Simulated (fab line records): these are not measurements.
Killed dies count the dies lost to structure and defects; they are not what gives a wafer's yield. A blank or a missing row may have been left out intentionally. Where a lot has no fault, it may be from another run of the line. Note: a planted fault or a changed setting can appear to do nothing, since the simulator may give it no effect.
Which tool was responsible? || flow n5 finfet || 24 lots with 72 wafers sampled at 3 steps, on a route of 1938 steps

WHAT EACH GAUGE READ, for each wafer
N5_START_INSPECT_01: inspects for defects (unpatterned scan). Usual: 5.8 for raw defect count, sd 2.4.
{"lot": "L074", "measured": "day 1 12:02", "on": "defect inspect-02", "raw defect count": "7 3 3", "flag": ""}
{"lot": "L075", "measured": "day 1 18:02", "on": "defect inspect-01", "raw defect count": "4 4 5", "flag": ""}
{"lot": "L076", "measured": "day 2 00:02", "on": "defect inspect-01", "raw defect count": "2 6 4", "flag": ""}
{"lot": "L077", "measured": "day 2 06:02", "on": "defect inspect-01", "raw defect count": "5 8 10", "flag": ""}
{"lot": "L078", "measured": "day 2 12:02", "on": "defect inspect-02", "raw defect count": "5 8 10", "flag": ""}
{"lot": "L079", "measured": "day 2 18:02", "on": "defect inspect-02", "raw defect count": "4 8 4", "flag": ""}
{"lot": "L080", "measured": "day 3 00:02", "on": "defect inspect-02", "raw defect count": "4 5 10", "flag": ""}
{"lot": "L081", "measured": "day 3 06:02", "on": "defect inspect-02", "raw defect count": "6 4 9", "flag": ""}
{"lot": "L082", "measured": "day 3 12:02", "on": "defect inspect-02", "raw defect count": "3 3 5", "flag": ""}
{"lot": "L083", "measured": "day 3 18:02", "on": "defect inspect-02", "raw defect count": "6 5 1", "flag": ""}
{"lot": "L084", "measured": "day 4 00:02", "on": "defect inspect-02", "raw defect count": "5 6 5", "flag": ""}
{"lot": "L085", "measured": "day 4 06:02", "on": "defect inspect-01", "raw defect count": "4 5 7", "flag": ""}
{"lot": "L086", "measured": "day 4 12:02", "on": "defect inspect-01", "raw defect count": "5 4 3", "flag": ""}
{"lot": "L087", "measured": "day 4 18:02", "on": "defect inspect-02", "raw defect count": "5 7 4", "flag": ""}
{"lot": "L088", "measured": "day 5 00:02", "on": "defect inspect-02", "raw defect count": "7 7 7", "flag": ""}
{"lot": "L089", "measured": "day 5 06:02", "on": "defect inspect-02", "raw defect count": "4 9 9", "flag": ""}
{"lot": "L090", "measured": "day 5 12:02", "on": "defect inspect-01", "raw defect count": "7 4 6", "flag": ""}
{"lot": "L091", "measured": "day 5 18:02", "on": "defect inspect-02", "raw defect count": "5 3 5", "flag": ""}
{"lot": "L092", "measured": "day 6 00:02", "on": "defect inspect-02", "raw defect count": "2 5 5", "flag": ""}
{"lot": "L093", "measured": "day 6 06:02", "on": "defect inspect-02", "raw defect count": "0 5 4", "flag": ""}
{"lot": "L094", "measured": "day 6 12:02", "on": "defect inspect-01", "raw defect count": "10 6 5", "flag": ""}
{"lot": "L095", "measured": "day 6 18:02", "on": "defect inspect-02", "raw defect count": "4 5 2", "flag": ""}
{"lot": "L096", "measured": "day 7 00:02", "on": "defect inspect-01", "raw defect count": "10 5 6", "flag": ""}
{"lot": "L097", "measured": "day 7 06:02", "on": "defect inspect-01", "raw defect count": "7 5 6", "flag": ""}

N5_ZERO_LAYER_INSPECT_20: inspects for defects (darkfield). Usual: 40 for raw defect count, sd 18.
{"lot": "L074", "measured": "day 1 13:23", "on": "defect inspect-01", "raw defect count": "46 56 70", "flag": ""}
{"lot": "L075", "measured": "day 1 19:23", "on": "defect inspect-01", "raw defect count": "58 74 77", "flag": ""}
{"lot": "L076", "measured": "day 2 01:43", "on": "defect inspect-01", "raw defect count": "78 55 82", "flag": ""}
{"lot": "L077", "measured": "day 2 07:32", "on": "defect inspect-02", "raw defect count": "67 32 52", "flag": ""}
{"lot": "L078", "measured": "day 2 13:15", "on": "defect inspect-02", "raw defect count": "28 30 27", "flag": ""}
{"lot": "L079", "measured": "day 2 19:24", "on": "defect inspect-01", "raw defect count": "44 32 21", "flag": ""}
{"lot": "L080", "measured": "day 3 01:28", "on": "defect inspect-01", "raw defect count": "32 18 39", "flag": ""}
{"lot": "L081", "measured": "day 3 07:23", "on": "defect inspect-01", "raw defect count": "50 18 41", "flag": ""}
{"lot": "L082", "measured": "day 3 13:20", "on": "defect inspect-02", "raw defect count": "33 17 39", "flag": ""}
{"lot": "L083", "measured": "day 3 19:23", "on": "defect inspect-02", "raw defect count": "38 34 42", "flag": ""}
{"lot": "L084", "measured": "day 4 01:30", "on": "defect inspect-01", "raw defect count": "31 27 36", "flag": ""}
{"lot": "L085", "measured": "day 4 07:49", "on": "defect inspect-02", "raw defect count": "9 22 39", "flag": ""}
{"lot": "L086", "measured": "day 4 13:30", "on": "defect inspect-02", "raw defect count": "22 21 45", "flag": ""}
{"lot": "L087", "measured": "day 4 19:19", "on": "defect inspect-02", "raw defect count": "36 46 37", "flag": ""}
{"lot": "L088", "measured": "day 5 01:24", "on": "defect inspect-02", "raw defect count": "22 43 37", "flag": ""}
{"lot": "L089", "measured": "day 5 07:27", "on": "defect inspect-02", "raw defect count": "40 72 44", "flag": ""}
{"lot": "L090", "measured": "day 5 13:32", "on": "defect inspect-02", "raw defect count": "30 34 36", "flag": ""}
{"lot": "L091", "measured": "day 5 19:23", "on": "defect inspect-02", "raw defect count": "45 44 35", "flag": ""}
{"lot": "L092", "measured": "day 6 01:16", "on": "defect inspect-01", "raw defect count": "16 15 23", "flag": ""}
{"lot": "L093", "measured": "day 6 07:23", "on": "defect inspect-02", "raw defect count": "34 27 36", "flag": ""}
{"lot": "L094", "measured": "day 6 13:15", "on": "defect inspect-02", "raw defect count": "51 27 40", "flag": ""}
{"lot": "L095", "measured": "day 6 19:15", "on": "defect inspect-01", "raw defect count": "54 38 32", "flag": ""}
{"lot": "L096", "measured": "day 7 01:15", "on": "defect inspect-01", "raw defect count": "44 28 71", "flag": ""}
{"lot": "L097", "measured": "day 7 07:18", "on": "defect inspect-02", "raw defect count": "77 85 50", "flag": ""}

N5_WELL_APT_INSPECT_27: inspects for defects (macro). Usual: 2.1 for raw defect count, sd 1.4.
{"lot": "L074", "measured": "day 1 15:06", "on": "defect inspect-01", "raw defect count": "2 1 1", "flag": ""}
{"lot": "L075", "measured": "day 1 21:21", "on": "defect inspect-01", "raw defect count": "2 5 3", "flag": ""}
{"lot": "L076", "measured": "day 2 03:20", "on": "defect inspect-02", "raw defect count": "1 2 3", "flag": ""}
{"lot": "L077", "measured": "day 2 09:26", "on": "defect inspect-01", "raw defect count": "1 5 4", "flag": ""}
{"lot": "L078", "measured": "day 2 15:09", "on": "defect inspect-02", "raw defect count": "3 2 4", "flag": ""}
{"lot": "L079", "measured": "day 2 21:29", "on": "defect inspect-01", "raw defect count": "1 0 4", "flag": ""}
{"lot": "L080", "measured": "day 3 03:04", "on": "defect inspect-02", "raw defect count": "1 4 3", "flag": ""}
{"lot": "L081", "measured": "day 3 09:28", "on": "defect inspect-02", "raw defect count": "0 2 0", "flag": ""}
{"lot": "L082", "measured": "day 3 14:49", "on": "defect inspect-01", "raw defect count": "0 2 3", "flag": ""}
{"lot": "L083", "measured": "day 3 20:52", "on": "defect inspect-02", "raw defect count": "1 2 0", "flag": ""}
{"lot": "L084", "measured": "day 4 03:33", "on": "defect inspect-02", "raw defect count": "2 3 4", "flag": ""}
{"lot": "L085", "measured": "day 4 09:19", "on": "defect inspect-01", "raw defect count": "5 3 1", "flag": ""}
{"lot": "L086", "measured": "day 4 14:59", "on": "defect inspect-02", "raw defect count": "1 0 2", "flag": ""}
{"lot": "L087", "measured": "day 4 20:56", "on": "defect inspect-01", "raw defect count": "1 2 2", "flag": ""}
{"lot": "L088", "measured": "day 5 03:10", "on": "defect inspect-02", "raw defect count": "5 1 5", "flag": ""}
{"lot": "L089", "measured": "day 5 09:04", "on": "defect inspect-02", "raw defect count": "5 0 2", "flag": ""}
{"lot": "L090", "measured": "day 5 15:12", "on": "defect inspect-02", "raw defect count": "0 1 5", "flag": ""}
{"lot": "L091", "measured": "day 5 21:25", "on": "defect inspect-01", "raw defect count": "3 3 2", "flag": ""}
{"lot": "L092", "measured": "day 6 02:53", "on": "defect inspect-02", "raw defect count": "4 0 3", "flag": ""}
{"lot": "L093", "measured": "day 6 08:53", "on": "defect inspect-01", "raw defect count": "4 2 3", "flag": ""}
{"lot": "L094", "measured": "day 6 14:53", "on": "defect inspect-01", "raw defect count": "2 2 1", "flag": ""}
{"lot": "L095", "measured": "day 6 20:53", "on": "defect inspect-01", "raw defect count": "4 3 4", "flag": ""}
{"lot": "L096", "measured": "day 7 03:03", "on": "defect inspect-02", "raw defect count": "3 1 3", "flag": ""}
{"lot": "L097", "measured": "day 7 09:05", "on": "defect inspect-01", "raw defect count": "2 2 0", "flag": ""}

TOOL THAT RAN EACH LOT (tool first, then ch and the chambers of the sampled wafers, then the start)
Record: no process step prior to these readings.

AS READ BY THE TOOLS THEMSELVES (means over the sampled wafers that have a number; for cases with no such wafer, the mark the record gives instead)
The record holds no such reading with a usual standard deviation.

THE ANSWER, worked out from the rows above alone
Rule: a lot counts as off when the mean over its wafers that have a number is more than 3 standard deviations away from the usual mean. Also off: a lot with no number at a reading for which 4 or more lots have one. Where the step has rows for the other lots, those lots are counted as sound. Order of review: gauges by route order, followed by the tools' own readings, for which a lot's mean as printed above is used. The first step at which some lot is off is used, and at that step the reading that is off furthest; a lot without a number counts as furthest.
None of the lots is off at any reading shown; this tells nothing.

WHAT THE SIMULATOR PUT IN
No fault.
